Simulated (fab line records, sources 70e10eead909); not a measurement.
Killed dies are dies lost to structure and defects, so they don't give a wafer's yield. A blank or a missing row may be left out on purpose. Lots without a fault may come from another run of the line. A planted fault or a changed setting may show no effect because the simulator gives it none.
Which tool did it? | flow nand_harc | 6 lots, 18 wafers sampled, at 4 steps of a route of 1302

WHAT THE GAUGES READ, wafer by wafer
NHARC_A_ONON_D2_THK_MEAS_24: measures by ellipsometry.
lot  | measured     | on            | thk_nm (nm)
L786 | day 13 17:04 | film_metro-01 | 998 995 998
L788 | day 14 18:05 | film_metro-01 | 1010 1009 1009
L793 | day 16 23:41 | film_metro-01 | 712 713 713
L802 | day 20 08:26 | film_metro-01 | 989 989 987
L804 | day 21 01:54 | film_metro-01 | 1012 1012 1012
L805 | day 22 04:02 | film_metro-01 | 1005 1008 1008

WHICH TOOL RAN EACH LOT (tool, then ch and the chambers of the sampled wafers, then the start)
lot  | NHARC_A_DECK1_JOINT_ETCHBACK_00  | NHARC_A_DECK1_JOINT_DEP_16      | NHARC_A_ONON_D2_DEP_22
L786 | rie_si-04 ch 0,2,3, day 12 00:44 | pecvd-02 ch 0,2, day 13 02:51   | pecvd_onon-01 ch 0, day 13 16:33
L788 | rie_si-06 ch 0,2,3, day 13 05:44 | pecvd-02 ch 0,1,2, day 14 03:04 | pecvd_onon-02 ch 0, day 14 17:38
L793 | rie_si-06 ch 1,2, day 15 09:53   | pecvd-02 ch 0,2, day 16 11:40   | pecvd_onon-04 ch 0, day 16 23:17
L802 | rie_si-01 ch 0,1, day 18 19:03   | pecvd-02 ch 1,2, day 19 20:05   | pecvd_onon-04 ch 0, day 20 07:59
L804 | rie_si-06 ch 1,3, day 19 16:03   | pecvd-02 ch 0,1,2, day 20 13:36 | pecvd_onon-01 ch 0, day 21 01:26
L805 | rie_si-01 ch 0,2,3, day 20 07:49 | pecvd-03 ch 0,1,2, day 21 12:05 | pecvd_onon-04 ch 0, day 22 03:37
- NHARC_A_DECK1_JOINT_ETCHBACK_00: etches the open film in HBr, target depth 30 nm, time 17.4 s.
- NHARC_A_DECK1_JOINT_DEP_16: deposits SiO2, target thk 45 nm.
- NHARC_A_ONON_D2_DEP_22: target thk 1000 nm.

THE ANSWER, worked out from the rows above alone
Rule: what is usual is taken from the lots themselves. Put in order of their means at a reading, lots are off if they are a third of the lots or fewer, leave a main group of 4 or more, and stand apart from it by a gap of 3 or more times the standard deviation of the main group's means; of several such gaps the widest counts. A main group whose means are all the same, to the digits that the tables above print for the reading, isn't used. A lot without any number at a reading at which 4 lots or more have one is off too. The other lots that the step has rows for count as sound.
Off: L793, at NHARC_A_ONON_D2_THK_MEAS_24 (thk_nm). The main group: mean 1003 nm, standard deviation 8.8.
A tool fits if, at a process step before that reading, it ran every lot that is off, and no sound lot after the first of them. The gauges at NHARC_A_ONON_D2_THK_MEAS_24 are tried like those tools. None of those tried fits.

WHAT THE SIMULATOR HAD PUT IN
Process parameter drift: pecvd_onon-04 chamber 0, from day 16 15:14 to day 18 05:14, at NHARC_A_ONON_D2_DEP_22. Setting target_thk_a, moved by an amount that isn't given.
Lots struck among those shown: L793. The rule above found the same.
